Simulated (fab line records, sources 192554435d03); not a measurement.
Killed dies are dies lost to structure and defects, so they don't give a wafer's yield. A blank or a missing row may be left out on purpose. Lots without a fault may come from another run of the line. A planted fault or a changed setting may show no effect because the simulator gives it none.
Which tool did it? | flow n5_finfet | 12 lots, 31 wafers sampled, at 5 steps of a route of 1938

WHAT THE GAUGES READ, wafer by wafer
The record holds no reading of a measuring or inspecting step that can be judged against a usual standard deviation.

WHICH TOOL RAN EACH LOT (tool, then ch and the chambers of the sampled wafers, then the start)
lot  | N5_BEOL_M10_STRIP_77                          | N5_BEOL_M10_SURFACE_TREAT_76 | N5_BEOL_M10_CMP_52            | N5_BEOL_M11_ILD_DEP_00          | N5_PASSIVATION_PROBE_49
L921 | rie_diel-06 ch 2,3, day 9 19:38 or earlier    | pvd_sputter-02, day 9 19:38  | cmp-03 ch 1,2, day 9 20:21    | pecvd-03 ch 0,1, day 9 20:53    | -
L922 | rie_diel-05 ch 1,2, day 10 04:11 or earlier   | pvd_sputter-03, day 10 04:11 | cmp-01 ch 0,2, day 10 05:00   | pecvd-04 ch 1,2, day 10 05:23   | -
L923 | rie_diel-06 ch 0,3, day 10 08:49 or earlier   | pvd_sputter-01, day 10 08:49 | cmp-02 ch 2,3, day 10 09:42   | pecvd-03 ch 0,2, day 10 10:11   | prober-01, day 12 15:15
L924 | rie_diel-04 ch 0,3, day 10 18:14 or earlier   | pvd_sputter-02, day 10 18:14 | cmp-01 ch 2,3, day 10 20:17   | pecvd-04 ch 0,1, day 10 20:44   | -
L928 | rie_diel-04 ch 0,1, day 12 02:08 or earlier   | pvd_sputter-01, day 12 02:08 | cmp-03 ch 0,1, day 12 02:56   | pecvd-03 ch 0,2, day 12 03:23   | prober-02, day 13 23:50
L930 | rie_diel-06 ch 0,2, day 12 09:33 or earlier   | pvd_sputter-02, day 12 09:33 | cmp-01 ch 0,1,2, day 12 10:19 | pecvd-03 ch 0,1,2, day 12 10:44 | -
L934 | rie_diel-04 ch 0,1,2, day 13 09:20 or earlier | pvd_sputter-03, day 13 09:20 | cmp-03 ch 0,1,2, day 13 10:24 | pecvd-04 ch 0,1,2, day 13 10:51 | prober-02, day 15 11:55
L935 | rie_diel-06 ch 0,1, day 13 12:02 or earlier   | pvd_sputter-02, day 13 12:02 | cmp-01 ch 0,1, day 13 12:58   | pecvd-03 ch 1,2, day 13 13:20   | prober-02, day 15 19:33
L938 | rie_diel-05 ch 0,1, day 14 07:26 or earlier   | pvd_sputter-02, day 14 07:26 | cmp-01 ch 1,3, day 14 09:10   | pecvd-04 ch 0,1, day 14 09:37   | prober-02, day 16 10:05
L942 | rie_diel-06 ch 0,1, day 15 09:23 or earlier   | pvd_sputter-01, day 15 09:23 | cmp-02 ch 1,3, day 15 10:34   | pecvd-03 ch 0,1,2, day 15 11:03 | prober-01, day 17 09:16
L941 | rie_diel-04 ch 0,2,3, day 15 10:30 or earlier | pvd_sputter-03, day 15 10:30 | cmp-02 ch 0,2, day 15 12:17   | pecvd-02 ch 0,1, day 15 12:47   | prober-02, day 17 09:50
L943 | rie_diel-06 ch 2,3, day 15 20:29 or earlier   | pvd_sputter-03, day 15 20:29 | cmp-02 ch 0,1,3, day 15 22:47 | pecvd-03 ch 0,2, day 15 23:14   | -
- N5_BEOL_M10_STRIP_77: strips in N2/H2, time 10 s.
- N5_BEOL_M10_SURFACE_TREAT_76
- N5_BEOL_M10_CMP_52: polishes, stops on SiCOH lowk, t overpolish 7 s, target thk 140 nm.
- N5_BEOL_M11_ILD_DEP_00: deposits SiCOH lowk from DEMS/porogen, target thk 308.51 nm, time 58 s.
- N5_PASSIVATION_PROBE_49

WHAT THE TOOLS THEMSELVES READ (means of the sampled wafers that have a number; where no wafer has one, the mark that the record gives instead)
N5_BEOL_M10_STRIP_77. Usual: drypump_motor_current_A 5.7 A, standard deviation 0.42; h2_flow_sccm 199.9 sccm, standard deviation 0.61; oes_product_au 0.81 a.u., standard deviation 0.095; rf_vpp_V 59.2 V, standard deviation 0.78; showerhead_plenum_p_Torr 2.56 Torr, standard deviation 0.078; throttle_valve_pct 23.58 %, standard deviation 0.27.
lot  | tool        | drypump_motor_current_A (A) | h2_flow_sccm (sccm) | oes_product_au (a.u.) | rf_vpp_V (V) | showerhead_plenum_p_Torr (Torr) | throttle_valve_pct (%) | flag
L921 | rie_diel-06 | 6.0                         | 200.0               | 0.74                  | 59.4         | 2.62                            | 23.63                  |
L922 | rie_diel-05 | 5.8                         | 199.6               | 0.90                  | 58.4         | 2.63                            | 23.56                  |
L923 | rie_diel-06 | 5.8                         | 200.2               | 0.74                  | 59.5         | 2.53                            | 23.73                  |
L924 | rie_diel-04 | 5.7                         | 200.6               | 0.90                  | 58.8         | 2.49                            | 23.38                  |
L928 | rie_diel-04 | 5.5                         | 200.7               | 0.92                  | 59.4         | 2.54                            | 23.70                  |
L930 | rie_diel-06 | 6.0                         | 200.0               | 0.73                  | 59.7         | 2.62                            | 23.52                  |
L934 | rie_diel-04 | 5.3                         | 200.2               | 0.90                  | 58.5         | 2.55                            | 23.76                  |
L935 | rie_diel-06 | 5.9                         | 199.7               | 0.84                  | 59.3         | 2.50                            | 23.34                  |
L938 | rie_diel-05 | 5.5                         | 200.0               | 0.84                  | 59.4         | 2.60                            | 23.46                  |
L942 | rie_diel-06 | 5.9                         | 199.6               | 0.79                  | 59.3         | 2.51                            | 23.44                  |
L941 | rie_diel-04 | 5.4                         | 200.0               | 0.85                  | 59.0         | 2.50                            | 23.57                  |
L943 | rie_diel-06 | 5.9                         | 200.6               | 0.69                  | 59.7         | 2.55                            | 23.84                  |

N5_BEOL_M10_CMP_52. Usual: barrier_field_endpoint_s 28.8 s, standard deviation 0.94; head_pressure_psi 1.0000 psi, standard deviation 0.0021; motor_current_A 6.3 A, standard deviation 0.68; overpolish_run_s 7.000 s, standard deviation 0.0095; retaining_ring_pressure_frac 1.000, standard deviation 0.0052; time_to_endpoint_s 65 s, standard deviation 4.3.
lot  | tool   | barrier_field_endpoint_s (s) | head_pressure_psi (psi) | motor_current_A (A) | overpolish_run_s (s) | retaining_ring_pressure_frac | time_to_endpoint_s (s) | flag
L921 | cmp-03 | 28.1                         | 0.9981                  | 6.9                 | 6.999                | 1.000                        | 66                     |
L922 | cmp-01 | 27.7                         | 0.9990                  | 6.2                 | 6.999                | 0.996                        | 60                     |
L923 | cmp-02 | 28.1                         | 1.0011                  | 6.1                 | 6.987                | 0.999                        | 62                     |
L924 | cmp-01 | 28.9                         | 0.9991                  | 5.5                 | 6.992                | 1.000                        | 66                     |
L928 | cmp-03 | 27.5                         | 0.9990                  | 6.3                 | 6.990                | 0.998                        | 62                     |
L930 | cmp-01 | 28.0                         | 0.9977                  | 6.1                 | 7.011                | 0.997                        | 64                     |
L934 | cmp-03 | 28.2                         | 0.9975                  | 6.6                 | 6.992                | 1.001                        | 61                     |
L935 | cmp-01 | 28.8                         | 0.9996                  | 6.7                 | 7.001                | 0.994                        | 62                     |
L938 | cmp-01 | 30.3                         | 1.0007                  | 5.9                 | 7.006                | 0.997                        | 72                     |
L942 | cmp-02 | 28.4                         | 1.0008                  | 5.8                 | 7.005                | 1.000                        | 61                     |
L941 | cmp-02 | 28.6                         | 0.9983                  | 6.8                 | 7.004                | 0.999                        | 66                     |
L943 | cmp-02 | 28.6                         | 0.9999                  | 6.1                 | 6.998                | 1.003                        | 65                     |

N5_BEOL_M11_ILD_DEP_00. Usual: heater_power_w 315 W, standard deviation 33; showerhead_plenum_p_Torr 5.744 Torr, standard deviation 0.018; susceptor_temp_C 299.99 C, standard deviation 0.19; throttle_valve_pct 13.7 %, standard deviation 0.77.
lot  | tool     | heater_power_w (W) | showerhead_plenum_p_Torr (Torr) | susceptor_temp_C (C) | throttle_valve_pct (%) | flag
L921 | pecvd-03 | 294                | 5.742                           | 299.96               | 13.8                   |
L922 | pecvd-04 | 336                | 5.748                           | 300.09               | 13.3                   |
L923 | pecvd-03 | 330                | 5.725                           | 300.13               | 13.8                   |
L924 | pecvd-04 | 318                | 5.773                           | 299.97               | 13.9                   |
L928 | pecvd-03 | 330                | 5.730                           | 299.82               | 13.8                   |
L930 | pecvd-03 | 313                | 5.732                           | 300.21               | 13.6                   |
L934 | pecvd-04 | 339                | 5.761                           | 301.39               | 13.2                   | OFF
L935 | pecvd-03 | 332                | 5.730                           | 300.08               | 13.5                   |
L938 | pecvd-04 | 317                | 5.769                           | 302.41               | 13.7                   | OFF
L942 | pecvd-03 | 330                | 5.730                           | 300.00               | 13.5                   |
L941 | pecvd-02 | 294                | 5.751                           | 300.01               | 14.9                   |
L943 | pecvd-03 | 302                | 5.728                           | 300.13               | 13.7                   |

N5_PASSIVATION_PROBE_49. Usual: defect_limited_yield 91.8 %, standard deviation 1.5; killed_at_M0_to_M3 33, standard deviation 11; killed_at_M4_up 13, standard deviation 5; killed_at_contacts 11, standard deviation 5.6; killed_at_front_end 36, standard deviation 12; killed_at_other 3.4, standard deviation 2.5; killed_dies 97, standard deviation 18; killed_on_rim 12, standard deviation 4.2; killed_open 64, standard deviation 13; killed_short 31, standard deviation 6.9; sort_bin_4_leakage 0.01 %, standard deviation 0.048; sort_bin_5_function 4.8 %, standard deviation 1; sort_bin_6_memory 3.1 %, standard deviation 0.64; sort_bin_8_speed 0.00 %, standard deviation 0.014; sort_n_pass 1083, standard deviation 18; sort_yield_pct 91.8 %, standard deviation 1.5.
lot  | tool      | defect_limited_yield (%) | killed_at_M0_to_M3 | killed_at_M4_up | killed_at_contacts | killed_at_front_end | killed_at_other | killed_dies | killed_on_rim | killed_open | killed_short | sort_bin_4_leakage (%) | sort_bin_5_function (%) | sort_bin_6_memory (%) | sort_bin_8_speed (%) | sort_n_pass | sort_yield_pct (%) | flag
L923 | prober-01 | 93.0                     | 26                 | 13              | 10                 | 30                  | 4.0             | 82          | 12            | 58          | 23           | 0.00                   | 3.9                     | 2.9                   | 0.04                 | 1098        | 93.0               |
L928 | prober-02 | 92.1                     | 30                 | 14              | 13                 | 34                  | 3.5             | 94          | 12            | 64          | 30           | 0.00                   | 4.7                     | 3.0                   | 0.00                 | 1086        | 92.1               |
L934 | prober-02 | 90.8                     | 35                 | 12              | 21                 | 38                  | 2.7             | 109         | 14            | 73          | 34           | 0.00                   | 5.6                     | 3.5                   | 0.00                 | 1071        | 90.8               |
L935 | prober-02 | 92.8                     | 30                 | 15              | 4                  | 34                  | 3.5             | 86          | 11            | 52          | 30           | 0.00                   | 3.8                     | 2.8                   | 0.00                 | 1094        | 92.8               |
L938 | prober-02 | 91.3                     | 43                 | 12              | 14                 | 30                  | 4.0             | 103         | 13            | 70          | 30           | 0.00                   | 5.3                     | 3.0                   | 0.00                 | 1077        | 91.3               |
L942 | prober-01 | 90.7                     | 32                 | 14              | 21                 | 40                  | 2.0             | 109         | 11            | 72          | 37           | 0.00                   | 5.6                     | 3.4                   | 0.00                 | 1071        | 90.7               |
L941 | prober-02 | 92.5                     | 27                 | 9               | 9                  | 41                  | 1.7             | 88          | 7             | 57          | 29           | 0.17                   | 4.2                     | 3.0                   | 0.00                 | 1090        | 92.4               | OFF

THE ANSWER, worked out from the rows above alone
Rule: a lot is off if the mean of its wafers that have a number lies more than 3 standard deviations from the usual mean. A lot without any number at a reading at which 4 lots or more have one is off too. The other lots that the step has rows for count as sound. The gauges are gone through in route order, then the tools' own readings, and for those a lot's mean is taken as printed above. The first step at which some lot is off is used, and at that step the reading that is off furthest; a lot without a number counts as furthest.
Off: L934, L938, at N5_BEOL_M11_ILD_DEP_00 (susceptor_temp_C).
A tool fits if, at that step or a process step before it, it ran every lot that is off, and no sound lot after the first of them. N5_BEOL_M10_STRIP_77 gives no start for some lots, so the hours and the order of its lots are those of N5_BEOL_M10_SURFACE_TREAT_76. One fits: pecvd-04 at N5_BEOL_M11_ILD_DEP_00. Its last sound lot is L924 (day 10 20:44), its first lot that is off L934 (day 13 10:51): a fault that began between those two fits.
The tool's own readings at N5_BEOL_M11_ILD_DEP_00 bear it out: on the lots that are off they differ by more than 5 times the standard deviation of the sound lots' means. susceptor_temp_C reads 301.90 C there against 300.04 C on the sound lots.

WHAT THE SIMULATOR HAD PUT IN
Process parameter drift: pecvd-04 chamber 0, from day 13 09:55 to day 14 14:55, at N5_BEOL_M11_ILD_DEP_00. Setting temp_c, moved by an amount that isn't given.
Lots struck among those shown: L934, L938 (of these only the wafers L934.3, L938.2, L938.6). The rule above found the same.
